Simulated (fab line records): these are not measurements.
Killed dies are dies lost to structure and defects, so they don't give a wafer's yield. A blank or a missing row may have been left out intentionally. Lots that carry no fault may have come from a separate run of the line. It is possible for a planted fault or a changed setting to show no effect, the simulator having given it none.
Lot-split experiment | flow n5-finfet | 21 wafers read across 7 lots, on a route 1938 steps long

== ABOUT THE SPLIT ==
At N5_BEOL_M0_SAQP_PECVD_04 (deposits a-Si from SiH4/He, target thk 60 nm, time 60.2 s), the setting time-s was moved away from the recipe's 60.2 s on 11 of the 21 wafers read, by -8.2% to +12.3%. This setting was run at the recipe's value on the other wafers.

== FROM THE SPLIT TO THE READING: what the file shows between them, 5 steps ==
- N5_BEOL_M0_SAQP_THK_MEAS_05
- N5_BEOL_M0_SAQP_HM_DEP_111: deposits SiO2 from SiH4/N2O, target thk 12 nm, time 7.2 s
- N5_BEOL_M0_SAQP_COAT_81: time 60 s, resist thk 100 nm
- N5_BEOL_M0_SAQP_HM_OPEN_112: chemistry CHF3/O2, target SiO2, stops on a-Si, target depth 12 nm, time 13.5 s
- N5_BEOL_M0_SAQP_STRIP_113: strips in CHF3/O2

== THE READING ==
etch.depth-nm (the simulator's own value, which no gauge read), in nm, at N5_BEOL_M0_SAQP_MANDREL_ETCH_20 (etches a-Si in HBr/Cl2, stops on SiNx, target depth 60 nm, bt time 10 s, time 30 s). No usual value for it is given in the file. Average 59.70 nm, standard deviation 0.53 nm, over the 10 wafers here run with the recipe.

wafer  | tool, chamber at the split | time-s as run, s | against the recipe | etch.depth-nm, nm | against lot-mates on the recipe
L076.2 | pecvd-04, 0                | 67.59            | +12.3%             | 66.42             | no lot-mate on the recipe
L076.4 | pecvd-04, 1,0              | 67.59            | +12.3%             | 67.45             | no lot-mate on the recipe
L076.6 | pecvd-04, 1,0              | 67.59            | +12.3%             | 67.37             | no lot-mate on the recipe
L078.1 | pecvd-02, 0                | 60.2             | recipe             | 59.23             | -
L078.2 | pecvd-02, 1                | 64.04            | +6.4%              | 63.42             | +4.19
L078.6 | pecvd-02, 1                | 64.04            | +6.4%              | 64.46             | +5.23
L082.3 | pecvd-04, 2                | 55.24            | -8.2%              | 55.13             | -4.91
L082.4 | pecvd-04, 1                | 60.2             | recipe             | 60.04             | -
L082.5 | pecvd-04, 2                | 55.24            | -8.2%              | 55.8              | -4.24
L083.1 | pecvd-04, 0                | 63.49            | +5.5%              | 62.02             | +2.97
L083.2 | pecvd-04, 1                | 60.2             | recipe             | 58.46             | -
L083.5 | pecvd-04, 2                | 60.2             | recipe             | 59.64             | -
L089.2 | pecvd-02, 2                | 63.87            | +6.1%              | 63.16             | +3.19
L089.3 | pecvd-02, 1                | 60.2             | recipe             | 59.71             | -
L089.4 | pecvd-02, 2                | 60.2             | recipe             | 60.23             | -
L092.1 | pecvd-02, 0                | 60.2             | recipe             | 59.99             | -
L092.2 | pecvd-02, 1                | 60.2             | recipe             | 60.3              | -
L092.4 | pecvd-02, 0                | 60.2             | recipe             | 60.04             | -
L096.1 | pecvd-03, 1                | 63.42            | +5.3%              | 62.28             | +2.91
L096.2 | pecvd-03, 2                | 63.42            | +5.3%              | 62.48             | +3.11
L096.3 | pecvd-03, 0                | 60.2             | recipe             | 59.37             | -
Rows listing several chambers each stand for several wafers; the file does not say which wafer went through which chamber.

FIT RESULTS
A straight line over all 21 wafers: etch.depth-nm changes by +0.572 nm for each +1% of time-s; r = +0.98; the points scatter about the line by 0.59 nm.
The same after taking each lot's own level away (the mean of its wafers on the recipe; 18 wafers): +0.591 nm for each +1%; r = +0.98; scatter 0.49 nm.
That fit puts the effect of the largest move of time-s on the reading at 7.3 nm.
The span of the lots' own levels, 59.050 to 60.110 nm, comes to 2.0 times the standard deviation stated above.
The two slopes agree, so the slope changes little with the lot-to-lot level.
Check: -4.73 nm against its lot-mates is what the line predicts for one of the wafers moved furthest among these (-8.2%) when that wafer is left out of the fit. It came out at -4.91 nm against them.

== THE OTHER SPLITS THESE WAFERS WENT THROUGH ==
These wafers also went through other splits before the reading. Each is held against what the fit with the lots' levels taken away leaves over:
other split on the same wafers         | wafers away from the commonest value | r with etch.depth-nm (lot level and that fit taken away)
N5_GATE_CUT_ETCH_37 bias-w             | 7                                    | +0.22
N5_MOL_CONTACT_COAG_ALD_27 ald-cycles  | 5                                    | +0.09
N5_MOL_CONTACT_COAG_EXPOSE_81 dose-mj  | 7                                    | +0.11
N5_MOL_CONTACT_COAG_ALD_131 ald-cycles | 10                                   | -0.03
N5_BEOL_M0_SAQP_PECVD_96 time-s        | 3                                    | -0.06

== THE WHOLE CHAIN: every reading that the file lists as answering this split, in the file's order ==
step                            | what it does                                                                       | reading                                                                               | change (the file's fit)               | r (the file's)
N5_BEOL_M0_SAQP_PECVD_04        | deposits a-Si from SiH4/He, target thk 60 nm, time 60.2 s                          | a-Si_of_BEOL_M0_SAQP_PECVD_04.thk-nm (the simulator's own value, which no gauge read) | +0.583 nm for each +1% of the setting | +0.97
N5_BEOL_M0_SAQP_THK_MEAS_05     |                                                                                    | thk-nm                                                                                | withheld for each +1% of the setting  | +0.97
N5_BEOL_M0_SAQP_MANDREL_ETCH_20 | etches a-Si in HBr/Cl2, stops on SiNx, target depth 60 nm, bt time 10 s, time 30 s | etch.depth-nm (the simulator's own value, which no gauge read)                        | +0.585 nm for each +1% of the setting | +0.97

== FILE'S OWN FIT ==
etch.depth-nm changes by +0.585 nm for each +1% of time-s, r = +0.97.
